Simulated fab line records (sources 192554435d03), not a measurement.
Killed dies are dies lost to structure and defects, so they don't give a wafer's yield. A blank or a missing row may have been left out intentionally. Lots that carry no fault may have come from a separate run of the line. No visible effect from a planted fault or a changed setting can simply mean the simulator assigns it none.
A struck lot beside a sound one + flow n5 finfet + 44 out of 1938 route steps
Sound: wafers L814.1, L814.2, L814.5. Struck: wafers L821.1, L821.2, L821.4. The cause comes at the end.
At each step with rows: each side's tool, then ch and its chambers, then its first start. Under that, the readings that differ: sound wafers + struck wafers + difference of the means + sigmas: that difference in standard deviations of wafers without a fault.
alike: words and numbers the same on both sides, and readings whose means are apart by under 2 such deviations; not compared: readings that were withheld, readings missing a value for some wafer, numbers with overlapping values and no deviation given by the record, and bounds like >300 which may hide the same value.
A row with sigmas, a row that says differs or no value, or rows on one side alone: a step with any of these is where the two part. Numbers that have no deviation but don't overlap get no sigmas and don't part them. A reading that every wafer of one side lacks parts them only if that side has two wafers or more.

first, 7 steps without rows for these wafers: N5_WELL_APT_COAT_02 (resist thk 950 nm); N5_WELL_APT_EBR_04; N5_WELL_APT_SOFTBAKE_03 (time 60 s); N5_WELL_APT_EXPOSE_05 (exposes mask NWELL, defocus 0 nm, target cd 200 nm); N5_WELL_APT_PEB_06 (peb time 90 s); N5_WELL_APT_DEVELOP_07 (develop time 45 s); N5_WELL_APT_HARDBAKE_12 (time 120 s).
N5_WELL_APT_CD_MEAS_08: the cd target is 200 nm.
  sound on cd sem-03 ch 0, day 4 01:34; struck on cd sem-01 ch 0, day 5 19:34
  alike: cd nm
N5_WELL_APT_OVL_MEAS_09:
  sound on overlay-02 ch 0, day 4 01:35; struck on overlay-02 ch 0, day 5 19:35
  alike: NWELL_OVL
N5_WELL_APT_INSPECT_10: inspects for defects (macro).
  struck on defect inspect-01, day 5 19:37; sound on defect inspect-01, day 4 01:37
  alike: raw defect count
N5_WELL_APT_DESCUM_13: chemistry O2, time 7.9 s.
  sound on rie diel-04 ch 0,2, day 4 01:41; struck on rie diel-02 ch 0,1,2, day 5 19:40
  alike: drypump motor current A, oes product au, rf vpp V, showerhead plenum p Torr, throttle valve pct
  not compared: rf hours counter h
then, 1 step without rows for these wafers: N5_WELL_APT_IMPLANT_14.
N5_WELL_APT_IMPLANT_15:
  sound on implanter-01 ch 0, day 4 01:58; struck on implanter-01 ch 0, day 5 19:58
| reading            | sound                            | struck                           | difference  | sigmas      |
|--------------------|----------------------------------|----------------------------------|-------------|-------------|
| dose ions cm2      | 1.4988e+13 1.4983e+13 1.4984e+13 | 1.7734e+13 1.7728e+13 1.7729e+13 | +2.7453e+12 | +99 or more |
| faraday current uA | 191 193 193                      | 218 227 221                      | +30         | +8          |
  alike: beam on s
then, 9 steps without rows for these wafers: N5_WELL_APT_STRIP_16 (strips in SPM, time 900 s); N5_WELL_APT_HMDS_18 (time 60 s); N5_WELL_APT_COAT_19 (resist thk 950 nm); N5_WELL_APT_EBR_21; N5_WELL_APT_SOFTBAKE_20 (time 60 s); N5_WELL_APT_EXPOSE_22 (exposes mask PWELL, defocus 0 nm, target cd 200 nm); N5_WELL_APT_PEB_23 (peb time 90 s); N5_WELL_APT_DEVELOP_24 (develop time 45 s); N5_WELL_APT_HARDBAKE_29 (time 120 s).
N5_WELL_APT_CD_MEAS_25: the cd target is 200 nm.
  sound on cd sem-02 ch 0, day 4 02:43; struck on cd sem-02 ch 0, day 5 20:50
  alike: cd nm
N5_WELL_APT_OVL_MEAS_26:
  sound on overlay-01 ch 0, day 4 02:45; struck on overlay-01 ch 0, day 5 20:52
  alike: PWELL_OVL
N5_WELL_APT_INSPECT_27: inspects for defects (macro).
  struck on defect inspect-01, day 5 20:53; sound on defect inspect-02, day 4 02:46
  alike: raw defect count
N5_WELL_APT_DESCUM_30: chemistry O2, time 7.9 s.
  sound on rie diel-04 ch 0,2,3, day 4 02:52; struck on rie diel-04 ch 0,1,3, day 5 21:10
  alike: drypump motor current A, oes product au, rf vpp V, showerhead plenum p Torr, throttle valve pct
  not compared: rf hours counter h
then, 3 steps without rows for these wafers: N5_WELL_APT_IMPLANT_31; N5_WELL_APT_IMPLANT_32; N5_WELL_APT_STRIP_33 (strips in SPM, time 900 s).
N5_WELL_APT_RTA_34: time 10 s.
  sound on rtp anneal-02 ch 0, day 4 03:38; struck on rtp anneal-01 ch 0, day 5 22:02
  alike: lamp power pct, wafer_temp_C_max
then, 4 steps without rows for these wafers: N5_WELL_APT_OXIDE_STRIP_42 (strips SiO2 in dHF, time 45 s, target depth 12 nm); N5_WELL_APT_PRECLEAN_36 (cleans in O3/DIW, time 45 s); N5_WELL_APT_PRECLEAN_39 (cleans in dHF, time 60 s); N5_WELL_APT_SRD_37 (time 30 s).
N5_WELL_APT_EPI_41: deposits Si from SiH4/H2, target thk 50 nm, time 297.7 s.
  sound on epi rpcvd-04 ch 0, day 4 03:53; struck on epi rpcvd-04 ch 0, day 5 22:17
  alike: throttle valve pct
N5_WELL_APT_INSPECT_38: inspects for defects (darkfield).
  struck on defect inspect-01, day 5 23:08; sound on defect inspect-01, day 4 04:31
  alike: raw defect count
N5_PMOS_HMC_CHANNEL_EPI_HM_DEP_34: deposits SiO2 from TEOS/O2, target thk 36 nm, time 6.9 s.
  sound on pecvd-04 ch 0,1,2, day 4 04:33; struck on pecvd-02 ch 1,2, day 5 23:10
  alike: heater power outer w, heater power w, showerhead plenum p Torr, throttle valve pct
then, 5 steps without rows for these wafers: N5_PMOS_HMC_CHANNEL_EPI_COAT_31 (time 60 s, resist thk 66 nm); N5_PMOS_HMC_CHANNEL_EPI_COAT_03 (resist thk 205 nm); N5_PMOS_HMC_CHANNEL_EPI_EBR_05; N5_PMOS_HMC_CHANNEL_EPI_SOFTBAKE_04 (time 60 s); N5_PMOS_HMC_CHANNEL_EPI_EXPOSE_06 (exposes mask PMOS HMC BLK, target cd 240 nm).
-- the record jumps here: 7 days lie between the struck wafers' starts before and after (it left off in module PMOS_HMC_CHANNEL_EPI and takes up again in module BEOL_M4, whose first step shown is number 1111 of the route) --
N5_BEOL_M4_RC_MEAS_101:
  sound on prober-01 ch 0, day 10 01:08; struck on prober-01 ch 0, day 12 15:37
| reading | sound          | struck         | difference | sigmas |
|---------|----------------|----------------|------------|--------|
| CJ_P    | 5.89 5.81 6.04 | 6.25 6.38 6.28 | +0.39      | +2     |
  alike: DIBL_N, DIBL_P, IOFF_N, IOFF_P, ION_N, ION_P, SS_N, SS_P, VT_N, VT_P
then, 1 step without rows for these wafers: N5_PASSIVATION_PROBE_49.

WHERE THEY PART
Earliest at N5_WELL_APT_IMPLANT_15; latest, in this record, at N5_BEOL_M4_RC_MEAS_101.

WHY: whatever the simulator had introduced
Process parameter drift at N5_WELL_APT_IMPLANT_15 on implanter-01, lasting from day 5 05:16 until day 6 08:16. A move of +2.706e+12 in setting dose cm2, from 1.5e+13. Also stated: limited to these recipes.
